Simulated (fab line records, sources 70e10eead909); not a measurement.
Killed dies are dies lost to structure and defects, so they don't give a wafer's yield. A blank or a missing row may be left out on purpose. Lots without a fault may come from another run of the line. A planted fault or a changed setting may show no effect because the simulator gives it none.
Chamber matching | flow nand_harc | NHARC_P_M2_CMP_23 on cmp-03: 4 sister chambers
The step polishes, t overpolish 20 s, target thk 144.3 nm. 4 wafers are shown with their chamber, then 8 later ones without.

WAFERS WITH THEIR CHAMBER
wafer  | chamber | motor_current_A (A)
L086.3 | 0       | 11.9
L087.1 | 3       | 12.3
L087.6 | 2       | 10.6
L088.1 | 1       | 14.9

WAFERS WITHOUT THEIR CHAMBER
wafer  | motor_current_A (A)
L088.3 | 10.6
L088.5 | 11.9
L090.1 | 10.3
L090.2 | 11.9
L090.6 | 13.5
L093.1 | 14.7
L093.5 | 12.9
L093.6 | 10.5

WHICH CHAMBER EACH WENT THROUGH
wafer  | from the rows above          | in truth
L088.3 | 2                            | 2
L088.5 | can't be placed: 0 or 3      | 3
L090.1 | 2                            | 2
L090.2 | can't be placed: 0 or 3      | 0
L090.6 | can't be placed: 3 or 1 or 0 | 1
L093.1 | 1                            | 1
L093.5 | can't be placed: 3 or 0      | 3
L093.6 | 2                            | 2
Placed correctly: 4 of 8. Can't be placed from these rows: 4 (the true chamber is among the candidates in 4). Placed wrongly: 0.
How it was worked out, from the rows above alone: a wafer's distance from a chamber is the root of the sum, over the readings, of the square of ((its reading less the chamber's mean) divided by the reading's scatter). The wafer belongs to the nearest chamber; if the next one is less than 2 further off, it can't be placed. A chamber's mean is the mean of its shown wafers. The scatter: with one shown wafer a chamber, the root of the mean of the squares of how far each hidden wafer lies from its nearest shown one.
